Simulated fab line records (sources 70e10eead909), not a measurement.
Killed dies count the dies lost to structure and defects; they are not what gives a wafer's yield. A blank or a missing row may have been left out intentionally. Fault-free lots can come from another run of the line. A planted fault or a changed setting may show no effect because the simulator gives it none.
Chamber matching :: flow nand-harc :: NHARC_A_CHANNEL_FILL_D1_CMP_10 on cmp-03: 4 sister chambers
The step polishes, target thk 150 nm. 8 wafers are shown with their chamber, then 8 later ones without.

## EACH WAFER AND ITS CHAMBER
wafer: L080.6
chamber: 1
time-to-endpoint-s (s): 14
motor-current-A (A): 13.1

wafer: L082.2
chamber: 1
time-to-endpoint-s (s): 15
motor-current-A (A): 12.9

wafer: L086.1
chamber: 2
time-to-endpoint-s (s): 18
motor-current-A (A): 13.0

wafer: L086.2
chamber: 3
time-to-endpoint-s (s): 15
motor-current-A (A): 13.4

wafer: L087.1
chamber: 0
time-to-endpoint-s (s): 9
motor-current-A (A): 12.3

wafer: L087.4
chamber: 3
time-to-endpoint-s (s): 13
motor-current-A (A): 13.8

wafer: L087.5
chamber: 0
time-to-endpoint-s (s): 9
motor-current-A (A): 12.4

wafer: L089.1
chamber: 2
time-to-endpoint-s (s): 16
motor-current-A (A): 12.9

## WAFERS WITHOUT THEIR CHAMBER
wafer: L089.2
time-to-endpoint-s (s): 16
motor-current-A (A): 13.4

wafer: L089.5
time-to-endpoint-s (s): 13
motor-current-A (A): 12.9

wafer: L092.2
time-to-endpoint-s (s): 16
motor-current-A (A): 13.2

wafer: L092.3
time-to-endpoint-s (s): 15
motor-current-A (A): 12.8

wafer: L092.6
time-to-endpoint-s (s): 18
motor-current-A (A): 13.0

wafer: L093.3
time-to-endpoint-s (s): 10
motor-current-A (A): 11.8

wafer: L093.4
time-to-endpoint-s (s): 13
motor-current-A (A): 13.0

wafer: L093.6
time-to-endpoint-s (s): 14
motor-current-A (A): 12.5

## EACH ONE'S CHAMBER
wafer: L089.2
from the rows above: can't be placed: 3 or 1 or 2
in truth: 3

wafer: L089.5
from the rows above: 1
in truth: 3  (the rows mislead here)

wafer: L092.2
from the rows above: can't be placed: 2 or 1 or 3
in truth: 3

wafer: L092.3
from the rows above: can't be placed: 1 or 2
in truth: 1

wafer: L092.6
from the rows above: 2
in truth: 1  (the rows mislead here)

wafer: L093.3
from the rows above: 0
in truth: 0

wafer: L093.4
from the rows above: 1
in truth: 1

wafer: L093.6
from the rows above: can't be placed: 1 or 2 or 0
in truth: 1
Correctly placed: 2 of 8. From these rows, 4 cannot be placed; in 4 the true chamber is one of the candidates. 2 placed wrongly.
How it was worked out, from the rows above alone: a wafer's distance from a chamber is the root of the sum, over the readings, of the square of ((its reading less the chamber's mean) divided by the reading's scatter). The wafer belongs to the nearest chamber; if the next one is less than 2 further off, it can't be placed. A chamber's mean is the mean of its shown wafers. The scatter: take each reading less its chamber's mean, square it, sum over the shown wafers, divide by the number of wafers less the number of chambers, and take the root.
